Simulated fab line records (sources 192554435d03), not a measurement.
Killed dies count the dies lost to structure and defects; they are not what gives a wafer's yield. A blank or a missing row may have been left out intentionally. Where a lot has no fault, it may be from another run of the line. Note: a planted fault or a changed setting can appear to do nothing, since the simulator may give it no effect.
Struck lot and sound lot, side by side / flow n5_finfet / 14 out of 1938 route steps
Sound: wafers L146.1, L146.2, L146.6. The struck wafers were L136.2, L136.3, L136.5. The cause is named last.
Each step with rows lists, per side, the tool, then ch with its chambers, then its first start. Under that, the readings that differ: sound wafers / struck wafers / difference of the means / sigmas: that difference in standard deviations of wafers without a fault.
alike: words and numbers the same on both sides, and readings whose means are apart by under 2 such deviations; not compared: readings that were withheld, readings missing a value for some wafer, numbers with overlapping values and no deviation given by the record, and bounds like >300 which may hide the same value.
A row with sigmas, a row that says differs or no value, or rows on one side alone: a step with any of these is where the two part. Numbers that have no deviation but don't overlap get no sigmas and don't part them. A reading missing from all wafers of one side parts the sides only when that side holds two or more wafers.

N5_BEOL_M0_SAQP_CUT_ETCH_46: etches SOC in N2/H2, target depth 135 nm, overetch 27 nm, time 202.5 s.
  sound on rie_diel-06 ch 1,2, day 9 16:32; struck on rie_diel-06 ch 0,3, day 7 00:10
reading=h2_flow_sccm (sccm); sound=199.4 198.9 199.5; struck=200.3 200.4 201.1; difference=+1.3; sigmas=+2
  alike: drypump_motor_current_A, rf_vpp_V, showerhead_plenum_p_Torr, throttle_valve_pct
  not compared: rf_hours_counter_h
then, 2 steps without rows for these wafers: N5_BEOL_M0_SAQP_STRIP_74 (strips in N2/H2); N5_BEOL_M0_SAQP_STRIP_89 (strips in N2/H2).
N5_BEOL_M0_SAQP_ALD_48: deposits SiO2, target thk 20 nm, pulse time 1 s, co reactant pulse time 1 s.
  sound on ald_sin-01 ch 1,3, day 9 16:47; struck on ald_sin-01 ch 0,2, day 7 00:29
reading=heater_power_w (W); sound=61 80 80; struck=81 99 102; difference=+20; sigmas=+2
  alike: precursor_pulse_height_rel, susceptor_temp_C
N5_BEOL_M0_SAQP_ETCH_49: etches SiO2 in CF4/O2, target depth 37 nm.
  sound on rie_diel-06 ch 0,1,3, day 9 17:20; struck on rie_diel-06 ch 0,1,2, day 7 01:01
  alike: drypump_motor_current_A, oes_o_777_au, oes_product_au, rf_vpp_V, showerhead_plenum_p_Torr, throttle_valve_pct
  not compared: rf_hours_counter_h
N5_BEOL_M0_SAQP_STRIP_75: strips in CF4.
  sound on rie_diel-06 ch 0,1,3, day 9 17:26; struck on rie_diel-06 ch 0,1,2, day 7 01:07
  alike: drypump_motor_current_A, oes_product_au, rf_vpp_V, showerhead_plenum_p_Torr, throttle_valve_pct
  not compared: rf_hours_counter_h
then, 6 steps without rows for these wafers: N5_BEOL_M0_CUTY_COAT_50 (time 60 s, resist thk 15 nm); N5_BEOL_M0_CUTY_COAT_51 (resist thk 150 nm); N5_BEOL_M0_CUTY_EBR_52; N5_BEOL_M0_CUTY_SOFTBAKE_53 (time 60 s); N5_BEOL_M0_CUTY_EXPOSE_54 (exposes mask M0 ABLK); N5_BEOL_M0_CUTY_PEB_55 (peb time 60 s).
N5_BEOL_M0_CUTY_DEVELOP_56: develop time 30 s.
  sound on litho_track-01 ch 0, day 9 17:38; struck on litho_track-01, day 7 01:27
  no value came back on the struck wafers for chill_plate_temp_C (C), develop_time_s (s), exhaust_pa (Pa); on the sound wafers chill_plate_temp_C (C) reads 23.04 23.02 23.19
  not compared: model.CAR-ArF-block_of_BEOL_M0_CUTY_COAT_51.thk_nm
N5_BEOL_M0_CUTY_CD_MEAS_57: the cd target is 200 nm.
  sound on cd_sem-01 ch 0, day 9 17:41; struck on cd_sem-01 ch 0, day 7 01:31
reading=cd_nm (nm); sound=201.4 201.1 200.0; struck=- - -; difference=no value on the struck wafers; sigmas=

WHERE THEY PART
First at N5_BEOL_M0_SAQP_CUT_ETCH_46; last, within this record, at N5_BEOL_M0_CUTY_CD_MEAS_57.

WHY: the cause the simulator had injected
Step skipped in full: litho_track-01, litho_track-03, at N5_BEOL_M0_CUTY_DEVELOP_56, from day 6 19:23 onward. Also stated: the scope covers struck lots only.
